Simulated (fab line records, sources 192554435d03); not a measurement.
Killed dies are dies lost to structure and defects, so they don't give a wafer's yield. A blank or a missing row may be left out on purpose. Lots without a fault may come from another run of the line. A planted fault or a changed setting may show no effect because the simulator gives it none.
Split-lot experiment | flow n5_finfet | 7 lots, 21 wafers read, on a route of 1938 steps

THE SPLIT
At N5_BEOL_M13_COAT_58 (time 60 s, resist thk 89 nm), the setting spin_rpm was moved away from the recipe's 1500 rpm on 8 of the 21 wafers read, by -8.4% to +10.7%. The other wafers ran this setting at the recipe's value.

FROM THE SPLIT TO THE READING: what the file shows between them, 3 steps
- N5_BEOL_M13_COAT_04: resist thk 400 nm
- N5_BEOL_M13_EBR_06
- N5_BEOL_M13_DESCUM_15: chemistry O2, time 7.9 s

THE READING
etch.depth_nm (the simulator's own value, which no gauge read), in nm, at N5_BEOL_M13_ETCH_59 (etches BARC in N2/H2, target depth 89 nm, overetch 26.7 nm, time 67.9 s). The file gives no usual value for it. The 13 wafers here that ran the recipe average 89.05 nm, standard deviation 0.36 nm.

wafer  | tool, chamber at the split | spin_rpm as run, rpm | against the recipe | etch.depth_nm, nm | against lot-mates on the recipe
L074.2 | litho_track-05, 0          | 1500                 | recipe             | 88.76             | -
L074.3 | litho_track-05, 0          | 1500                 | recipe             | 88.81             | -
L074.4 | litho_track-05, 0          | 1500                 | recipe             | 88.7              | -
L081.1 | litho_track-04, 0          | 1500                 | recipe             | 89.57             | -
L081.3 | litho_track-04, 0          | 1500                 | recipe             | 89.26             | -
L081.5 | litho_track-04, 0          | 1500                 | recipe             | 89.77             | -
L079.3 | litho_track-04, 0          | 1437                 | -4.2%              | 90.84             | +2.08
L079.4 | litho_track-04, 0          | 1437                 | -4.2%              | 90.89             | +2.13
L079.5 | litho_track-04, 0          | 1500                 | recipe             | 88.76             | -
L082.1 | litho_track-05, 0          | 1374                 | -8.4%              | 92.61             | +4.19
L082.2 | litho_track-05, 0          | 1374                 | -8.4%              | 92.6              | +4.18
L082.4 | litho_track-05, 0          | 1500                 | recipe             | 88.42             | -
L083.2 | litho_track-02, 0          | 1500                 | recipe             | 89                | -
L083.4 | litho_track-02, 0          | 1500                 | recipe             | 89.05             | -
L083.5 | litho_track-02, 0          | 1661                 | +10.7%             | 84.28             | -4.75
L087.2 | litho_track-05, 0          | 1443                 | -3.8%              | 90.94             | +1.65
L087.4 | litho_track-05, 0          | 1443                 | -3.8%              | 90.83             | +1.54
L087.5 | litho_track-05, 0          | 1500                 | recipe             | 89.29             | -
L097.1 | litho_track-05, 0          | 1500                 | recipe             | 89.06             | -
L097.3 | litho_track-05, 0          | 1500                 | recipe             | 89.22             | -
L097.6 | litho_track-05, 0          | 1604                 | +6.9%              | 86.59             | -2.55

THE FIT
A straight line over all 21 wafers: etch.depth_nm changes by -0.425 nm for each +1% of spin_rpm; r = -0.98; the points scatter about the line by 0.33 nm.
The same after taking each lot's own level away (the mean of its wafers on the recipe; 21 wafers): -0.455 nm for each +1%; r = -0.99; scatter 0.21 nm.
On that fit, the largest move of spin_rpm shifts the reading by 4.9 nm.
The lots' own levels span 88.420 to 89.533 nm, that is 3.1 times the standard deviation above.
So the lot-to-lot level changes the slope little: the two slopes agree.
Check: with one of the wafers moved furthest among these (+10.7%) left out of the fit, the line predicts -4.85 nm for it against its lot-mates. It came out at -4.75 nm against them.

OTHER SPLITS ON THESE WAFERS
These wafers also went through other splits before the reading. Each is held against what the fit with the lots' levels taken away leaves over:
other split on the same wafers | wafers away from the commonest value | r with etch.depth_nm (lot level and that fit taken away)
N5_BEOL_M11_COAT_05 spin_rpm   | 6                                    | -0.01
N5_BEOL_M12_ILD_DEP_00 time_s  | 7                                    | -0.19
N5_BEOL_M12_COAT_04 spin_rpm   | 6                                    | -0.26

THE WHOLE CHAIN: every reading that the file lists as answering this split, in the file's order
step                 | what it does                                                            | reading                                                                          | change (the file's fit)               | r (the file's)
N5_BEOL_M13_COAT_58  | time 60 s, resist thk 89 nm                                             | BARC_of_BEOL_M13_COAT_58.thk_nm (the simulator's own value, which no gauge read) | -0.447 nm for each +1% of the setting | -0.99
N5_BEOL_M13_ETCH_59  | etches BARC in N2/H2, target depth 89 nm, overetch 26.7 nm, time 67.9 s | etch.depth_nm (the simulator's own value, which no gauge read)                   | -0.446 nm for each +1% of the setting | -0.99
N5_BEOL_M13_STRIP_64 | strips in N2/H2                                                         | strip_time_to_endpoint_s                                                         | withheld for each +1% of the setting  | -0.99

THE FILE'S OWN FIT
etch.depth_nm changes by -0.446 nm for each +1% of spin_rpm, r = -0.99.
